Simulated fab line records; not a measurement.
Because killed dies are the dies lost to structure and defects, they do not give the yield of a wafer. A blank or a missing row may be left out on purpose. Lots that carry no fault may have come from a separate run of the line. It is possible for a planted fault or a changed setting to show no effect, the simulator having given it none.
Matching of chambers | flow n5Finfet | 4 sister chambers for N5_BEOL_M9_STRIP_36 on rieDiel-01
The step strips in N2/H2. 18 wafers are shown with their chamber, then 9 later ones without.

== WAFERS, EACH WITH ITS CHAMBER ==
wafer  | chamber | showerheadPlenumPTorr (Torr) | drypumpMotorCurrentA (A) | oesProductAu (a.u.)
L080.1 | 3       | 2.42                         | 5.8                      | 0.72
L080.2 | 0       | 2.59                         | 5.3                      | 0.96
L080.4 | 2       | 2.53                         | 6.3                      | 0.71
L081.2 | 0       | 2.58                         | 5.3                      | 0.95
L081.5 | 3       | 2.42                         | 5.8                      | 0.71
L081.6 | 0       | 2.58                         | 5.3                      | 0.97
L090.1 | 2       | 2.52                         | 6.2                      | 0.70
L090.2 | 3       | 2.42                         | 5.8                      | 0.70
L090.3 | 1       | 2.56                         | 6.0                      | 0.83
L090.4 | 0       | 2.58                         | 5.2                      | 0.92
L090.5 | 2       | 2.52                         | 6.3                      | 0.70
L090.6 | 1       | 2.56                         | 6.1                      | 0.82
L091.1 | 1       | 2.55                         | 6.0                      | 0.82
L091.2 | 2       | 2.52                         | 6.2                      | 0.69
L091.6 | 0       | 2.58                         | 5.3                      | 0.92
L093.2 | 2       | 2.52                         | 6.3                      | 0.69
L093.4 | 0       | 2.57                         | 5.3                      | 0.90
L093.5 | 3       | 2.41                         | 5.8                      | 0.71

SIGNATURES (means of the wafers above)
reading               | chamber 0 | chamber 1 | chamber 2 | chamber 3 | scatter within a chamber
showerheadPlenumPTorr | 2.5800    | 2.5567    | 2.5220    | 2.4175    | 0.00549
drypumpMotorCurrentA  | 5.283     | 6.033     | 6.260     | 5.800     | 0.0439
oesProductAu          | 0.9367    | 0.8233    | 0.6980    | 0.7100    | 0.0175
Rule: for each reading, subtract the chamber's mean from the wafer's reading, divide by that reading's scatter and square the result; add these up over the readings and take the root, which gives the wafer's distance from the chamber. If the next closest chamber is less than 2 further off than the closest, the wafer can't be placed; otherwise it belongs to the closest. How the scatter is found: for the shown wafers, subtract from each reading the mean of its chamber, square and add these, divide the total by (wafers less chambers), then take the root.

== WAFERS WITHOUT THEIR CHAMBER ==
wafer  | showerheadPlenumPTorr (Torr) | drypumpMotorCurrentA (A) | oesProductAu (a.u.)
L096.1 | 2.41                         | 5.8                      | 0.69
L096.2 | 2.57                         | 5.2                      | 0.89
L096.3 | 2.55                         | 6.0                      | 0.79
L096.4 | 2.51                         | 6.3                      | 0.68
L096.5 | 2.55                         | 6.0                      | 0.80
L096.6 | 2.57                         | 5.3                      | 0.88
L097.1 | 2.55                         | 6.0                      | 0.81
L097.3 | 2.41                         | 5.8                      | 0.69
L097.5 | 2.55                         | 6.0                      | 0.79

== EACH ONE'S CHAMBER ==
wafer  | from the rows above | in truth
L096.1 | 3                   | 3
L096.2 | 0                   | 0
L096.3 | 1                   | 1
L096.4 | 2                   | 2
L096.5 | 1                   | 1
L096.6 | 0                   | 0
L097.1 | 1                   | 1
L097.3 | 3                   | 3
L097.5 | 1                   | 1
Correctly placed: 9 of 9. Left unplaced by these rows: 0. Placed wrongly: 0.
